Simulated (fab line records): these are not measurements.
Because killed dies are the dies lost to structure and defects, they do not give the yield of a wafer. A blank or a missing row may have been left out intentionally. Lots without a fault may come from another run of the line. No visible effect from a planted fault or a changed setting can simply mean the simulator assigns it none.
Comparing a struck lot with a sound one / flow nand_harc / 41 steps out of a route of 1302
Sound: the wafers L826.1, L826.4, L826.6. Struck: wafer L836.2 (left out: L836.3, L836.6 of the same lot, which were not struck); the cause appears at the end.
Each step with rows lists, per side, the tool, then ch with its chambers, then its first start. Under that, the readings that differ: sound wafers / struck wafers / difference of the means / sigmas: that difference in standard deviations of wafers without a fault.
alike: readings whose means differ by less than 2 such deviations, and words and numbers that are the same on both sides. not compared: withheld readings, readings that some wafer has no value for, bounds like >300 that may hide the same value, and numbers for which the record gives no deviation and whose values overlap.
Wherever a step has rows on one side only, a row that says differs or no value, or a row with sigmas, the two part there. Non-overlapping numbers with no deviation appear without sigmas and do not part them. A reading missing from all wafers of one side parts the sides only when that side holds two or more wafers.

NHARC_A_M1_OVL_MEAS_10: pitch 240 nm.
  struck on overlay-02, day 27 13:10; sound on overlay-01, day 23 17:40
  alike: overlay_x_nm, overlay_y_nm
NHARC_A_M1_INSPECT_11:
  struck on defect_inspect-01, day 27 13:13; sound on defect_inspect-02, day 23 17:42
  alike: raw_defect_count
NHARC_A_M1_DESCUM_14: chemistry O2, time 3 s.
  sound on rie_diel-05 ch 0,2,3, day 23 17:46; struck on rie_diel-04 ch 2, day 27 13:16
  alike: drypump_motor_current_A, oes_product_au, rf_vpp_V, showerhead_plenum_p_Torr, throttle_valve_pct
  not compared: rf_hours_counter_h
then, 2 steps without rows for these wafers: NHARC_A_M1_ETCH_35 (etches the open film in N2/H2, target depth 40 nm, overetch 12 nm, time 43.94 s); NHARC_A_M1_ETCH_15 (etches the open film in C4F8/Ar, target depth 182.5 nm, time 91.2 s).
NHARC_A_M1_CD_MEAS_16:
  struck on cd_sem-02, day 27 13:34; sound on cd_sem-03, day 23 18:04
  alike: cd_nm
then, 3 steps without rows for these wafers: NHARC_A_M1_STRIP_18 (strips in N2/H2); NHARC_A_M1_ETCH_28 (etches the open film in CF4/N2, target depth 30 nm, time 72.99 s); NHARC_A_M1_STRIP_19 (strips in post etch residue remover, time 600 s).
NHARC_A_M1_DEGAS_29: time 60 s.
  struck on pvd_sputter-01, day 27 14:17; sound on pvd_sputter-01, day 23 18:47
  alike: heater_power_w
then, 2 steps without rows for these wafers: NHARC_A_M1_PRE_CLEAN_30 (time 30 s); NHARC_A_M1_PVD_20 (deposits TaN, target thk 5 nm, time 8.06 s).
NHARC_A_M1_PVD_21: deposits Cu, target thk 30 nm, time 20.49 s.
  struck on pvd_sputter-01, day 27 14:30; sound on pvd_sputter-01, day 23 19:01
  alike: cathode_dc_power_W, throttle_valve_pct
then, 4 steps without rows for these wafers: NHARC_A_M1_ECD_22 (material Cu, target thk 400 nm); NHARC_A_M1_ANNEAL_31 (time 90 s); NHARC_A_M1_CMP_23 (polishes, t overpolish 20 s, target thk 154.34 nm); NHARC_A_M1_SRD_25.
NHARC_A_M1_INSPECT_27:
  struck on defect_inspect-01, day 27 15:50; sound on defect_inspect-02, day 23 20:22
  alike: raw_defect_count
then, 1 step without rows for these wafers: NHARC_A_M1_PRE_CLEAN_32 (time 12 s).
NHARC_A_M1_DEP_33: deposits SiCN, target thk 30 nm.
  sound on pecvd-04 ch 0,2, day 23 20:34; struck on pecvd-02 ch 1, day 27 15:59
  alike: heater_power_w
then, 2 steps without rows for these wafers: NHARC_A_BONDPAD_DEP_00 (deposits SiCN, target thk 250 nm); NHARC_A_BONDPAD_CMP_29 (polishes SiCN, target thk 200 nm).
NHARC_A_BONDPAD_THK_MEAS_30: measures by ellipsometry.
  the record has rows for the sound wafers here (film_metro-01, day 23 21:43) and none for the struck ones
then, 10 steps without rows for these wafers: NHARC_A_BONDPAD_SRD_31; NHARC_A_BONDPAD_DEHYDRATE_01 (time 120 s); NHARC_A_BONDPAD_HMDS_02 (time 30 s); NHARC_A_BONDPAD_COAT_33 (time 65 s); NHARC_A_BONDPAD_COAT_03 (resist thk 600 nm); NHARC_A_BONDPAD_SOFTBAKE_04 (time 70 s); NHARC_A_BONDPAD_EBR_05; NHARC_A_BONDPAD_EXPOSE_06 (exposes mask A BPAD); NHARC_A_BONDPAD_PEB_07 (peb time 80 s); NHARC_A_BONDPAD_DEVELOP_08 (time 50 s).
NHARC_A_BONDPAD_CD_MEAS_09 targets a cd of 500 nm.
  the record has rows for the sound wafers here (cd_sem-01 ch 0, day 23 22:17) and none for the struck ones
NHARC_A_BONDPAD_OVL_MEAS_35:
  the record has rows for the sound wafers here (overlay-02, day 23 22:23) and none for the struck ones
then, 1 step without rows for these wafers: NHARC_A_BONDPAD_HARDBAKE_10 (time 65 s).
NHARC_A_BONDPAD_DESCUM_11: chemistry O2, time 3 s.
  the record has rows for the sound wafers here (rie_diel-13 ch 0,1,2, day 23 22:31) and none for the struck ones
NHARC_A_BONDPAD_ETCH_34: etches the open film in N2/H2, target depth 60 nm, overetch 18 nm, time 65.91 s.
  the record has rows for the sound wafers here (rie_diel-13 ch 0,1,3, day 23 22:36) and none for the struck ones
then, 1 step without rows for these wafers: NHARC_A_BONDPAD_ETCH_12 (etches the open film in CHF3/O2, target depth 220 nm, time 110 s).
NHARC_A_BONDPAD_CD_MEAS_13:
  the record has rows for the sound wafers here (cd_sem-02, day 23 22:49) and none for the struck ones
NHARC_END_SORT_01:
  the record has rows for the struck wafers here (prober-01 ch 0, day 29 02:12) and none for the sound ones

## WHERE THEY PART
First at NHARC_A_BONDPAD_THK_MEAS_30; last, within this record, at NHARC_END_SORT_01.

WHY: what had been put in by the simulator
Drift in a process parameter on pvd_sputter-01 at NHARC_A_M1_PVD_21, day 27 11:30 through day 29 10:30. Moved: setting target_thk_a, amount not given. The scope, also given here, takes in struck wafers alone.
